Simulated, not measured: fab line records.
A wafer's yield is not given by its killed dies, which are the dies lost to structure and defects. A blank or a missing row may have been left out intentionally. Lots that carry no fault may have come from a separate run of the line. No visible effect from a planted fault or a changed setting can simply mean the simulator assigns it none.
A struck lot beside a sound one :: flow n5 finfet :: 16 out of 1938 route steps
Sound: the wafers L574.2, L574.4, L574.6. Wafers L585.1, L585.4 were the ones struck. At the end, the cause is stated.
Per side, at each step with rows, come the tool, then ch with its chambers, and then its first start. Under that, the readings that differ: sound wafers :: struck wafers :: difference of the means :: sigmas: that difference in standard deviations of wafers without a fault.
alike: words and numbers the same on both sides, and readings whose means are apart by under 2 such deviations; not compared: readings that were withheld, readings missing a value for some wafer, numbers with overlapping values and no deviation given by the record, and bounds like >300 which may hide the same value.
The two part at a step that has a row with sigmas, a row that says differs or no value, or rows on one side only. Numbers that don't overlap but have no deviation are shown without sigmas and don't part them. A reading that every wafer of one side lacks parts them only if that side has two wafers or more.

first, 4 steps without rows for these wafers: N5_BEOL_M1_SOFTBAKE_23 (time 60 s); N5_BEOL_M1_EXPOSE_25 (exposes mask V0, defocus 5 nm, target cd 24 nm); N5_BEOL_M1_PEB_26 (peb time 60 s); N5_BEOL_M1_DEVELOP_27 (develop time 30 s).
N5_BEOL_M1_CD_MEAS_28: target cd y 23.3 nm.
  sound on cd sem-01 ch 0, day 6 17:44; struck on cd sem-01 ch 0, day 9 04:26
  alike: cd nm
N5_BEOL_M1_OVL_MEAS_29:
  sound on overlay-01 ch 0, day 6 17:46; struck on overlay-01 ch 0, day 9 04:28
  alike: V0_OVL
N5_BEOL_M1_INSPECT_30: inspects for defects (brightfield).
  sound on defect inspect-02, day 6 17:49; struck on defect inspect-01, day 9 04:31
  alike: raw defect count
N5_BEOL_M1_DESCUM_33: chemistry O2, time 7 s.
  sound on rie diel-02 ch 2,3, day 6 18:10; struck on rie diel-04 ch 0,1, day 9 04:33
  alike: drypump motor current A, oes product au, rf vpp V, showerhead plenum p Torr, throttle valve pct
  not compared: rf hours counter h
N5_BEOL_M1_ETCH_77: etches underlayer in N2/H2, target depth 6.5 nm, time 5.2 s.
  sound on rie diel-02 ch 2,3, day 6 18:12; struck on rie diel-04 ch 0,1, day 9 04:35
  alike: drypump motor current A, etch rf on time s, oes product au, rf vpp V, showerhead plenum p Torr, throttle valve pct
  not compared: rf hours counter h
N5_BEOL_M1_ETCH_69: etches SiARC in CF4, target depth 15.6 nm, time 26 s.
  sound on rie diel-02 ch 2,3, day 6 18:13; struck on rie diel-04 ch 0,1, day 9 04:36
  alike: drypump motor current A, etch rf on time s, mfc ar sccm, oes product au, rf vpp V, showerhead plenum p Torr, throttle valve pct
  not compared: rf hours counter h
N5_BEOL_M1_ALD_98: deposits SiO2, target thk 2.5 nm, pulse time 1 s, co reactant pulse time 1 s.
  sound on ald sin-04 ch 0,3, day 6 18:29; struck on ald sin-04 ch 0,1, day 9 05:07
  alike: heater power w, precursor pulse height rel
  not compared: since wet clean h
N5_BEOL_M1_ETCHBACK_99: etches SiO2 in CHF3, target depth 5 nm, time 10.4 s.
  sound on rie diel-04 ch 1,2,3, day 7 00:25; struck on rie diel-04 ch 2,3, day 9 15:47
  alike: drypump motor current A, mfc ar sccm, oes product au, rf vpp V, showerhead plenum p Torr, throttle valve pct
  not compared: rf hours counter h
N5_BEOL_M1_ETCH_70: etches SOC in N2/H2, target depth 80 nm, overetch 16 nm, time 120 s.
  sound on rie diel-04 ch 1,2,3, day 7 00:28; struck on rie diel-04 ch 2,3, day 9 15:49
reading: run length s (s)
sound: 143.0 143.4 143.8
struck: 127.6 127.8
difference: -15.7
sigmas: -32

reading: model.SiARC_of_BEOL_M1_COAT_68.thk nm (nm)
sound: 6.2 6.2 6.4
struck: 7 7
difference: +1
sigmas: 
  alike: drypump motor current A, oes product au, rf vpp V, showerhead plenum p Torr, throttle valve pct
  not compared: rf hours counter h
then, 1 step without rows for these wafers: N5_BEOL_M1_STRIP_71 (strips in N2/H2).
N5_BEOL_M4_RC_MEAS_101:
  sound on prober-01 ch 0, day 8 20:02; struck on prober-01 ch 0, day 11 11:56
  alike: DIBL_N, DIBL_P, IOFF_N, IOFF_P, ION_N, ION_P, SS_N, SS_P, VT_N, VT_P
-- here the record skips 4 days between the struck wafers' starts before and after, leaving off in module BEOL_M4 and picking up in module PASSIVATION (first step shown: number 1936 of the route) --
N5_PASSIVATION_PROBE_49:
  sound on prober-01, day 13 03:10; struck on prober-01, day 15 22:19
reading: killed at other
sound: 0 1 4
struck: 14 12
difference: +11
sigmas: +3
  alike: defect limited yield, killed_at_M0_to_M3, killed_at_M4_up, killed at contacts, killed at front end, killed dies, killed open, killed short, sort_bin_5_function, sort_bin_6_memory, sort n pass, sort yield pct

== WHERE THEY PART ==
At N5_BEOL_M1_ETCH_70 first; at N5_PASSIVATION_PROBE_49 last (within this record only).

WHY: what the simulator had put in
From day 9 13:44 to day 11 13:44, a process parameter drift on rie diel-04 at N5_BEOL_M1_ETCH_70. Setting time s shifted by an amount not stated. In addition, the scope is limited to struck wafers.
